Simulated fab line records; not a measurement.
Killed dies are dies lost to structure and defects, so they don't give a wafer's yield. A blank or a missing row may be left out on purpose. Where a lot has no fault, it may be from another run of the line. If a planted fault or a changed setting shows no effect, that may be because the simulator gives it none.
Chamber matching :: flow nandHarc :: 3 sister chambers for NHARC_A_ONON_D1_DEP_33 on pecvd-03
The step deposits SiO2, target thk 200 nm. 3 wafers are shown with their chamber, then 12 later ones without.

WAFERS WITH THEIR CHAMBER
wafer: L089.4
chamber: 1
heaterPowerW (W): 544

wafer: L090.3
chamber: 0
heaterPowerW (W): 594

wafer: L090.6
chamber: 2
heaterPowerW (W): 402

WAFERS MISSING THEIR CHAMBER
wafer: L092.3
heaterPowerW (W): 436

wafer: L092.4
heaterPowerW (W): 443

wafer: L092.6
heaterPowerW (W): 405

wafer: L095.1
heaterPowerW (W): 411

wafer: L095.2
heaterPowerW (W): 705

wafer: L095.3
heaterPowerW (W): 462

wafer: L094.2
heaterPowerW (W): 421

wafer: L094.5
heaterPowerW (W): 436

wafer: L094.6
heaterPowerW (W): 718

wafer: L097.2
heaterPowerW (W): 481

wafer: L097.3
heaterPowerW (W): 745

wafer: L097.6
heaterPowerW (W): 489

WHICH CHAMBER EACH ONE RAN IN
wafer: L092.3
from the rows above: can't be placed: 2 or 1 or 0
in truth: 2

wafer: L092.4
from the rows above: can't be placed: 2 or 1 or 0
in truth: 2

wafer: L092.6
from the rows above: can't be placed: 2 or 1
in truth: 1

wafer: L095.1
from the rows above: can't be placed: 2 or 1
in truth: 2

wafer: L095.2
from the rows above: can't be placed: 0 or 1
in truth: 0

wafer: L095.3
from the rows above: can't be placed: 2 or 1 or 0
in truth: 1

wafer: L094.2
from the rows above: can't be placed: 2 or 1
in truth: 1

wafer: L094.5
from the rows above: can't be placed: 2 or 1 or 0
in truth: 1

wafer: L094.6
from the rows above: can't be placed: 0 or 1
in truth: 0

wafer: L097.2
from the rows above: can't be placed: 1 or 2 or 0
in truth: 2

wafer: L097.3
from the rows above: can't be placed: 0 or 1
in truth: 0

wafer: L097.6
from the rows above: can't be placed: 1 or 2 or 0
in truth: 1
0 of 12 placed correctly. Cannot be placed on the basis of these rows: 12; the candidates contain the true chamber in 12. Placed wrongly: 0.
How it was worked out, from the rows above alone: a wafer's distance from a chamber is the root of the sum, over the readings, of the square of ((its reading less the chamber's mean) divided by the reading's scatter). The wafer belongs to the nearest chamber; if the next one is less than 2 further off, it can't be placed. The mean given for a chamber averages the wafers shown for that chamber. The scatter: with one shown wafer a chamber, the root of the mean of the squares of how far each hidden wafer lies from its nearest shown one.
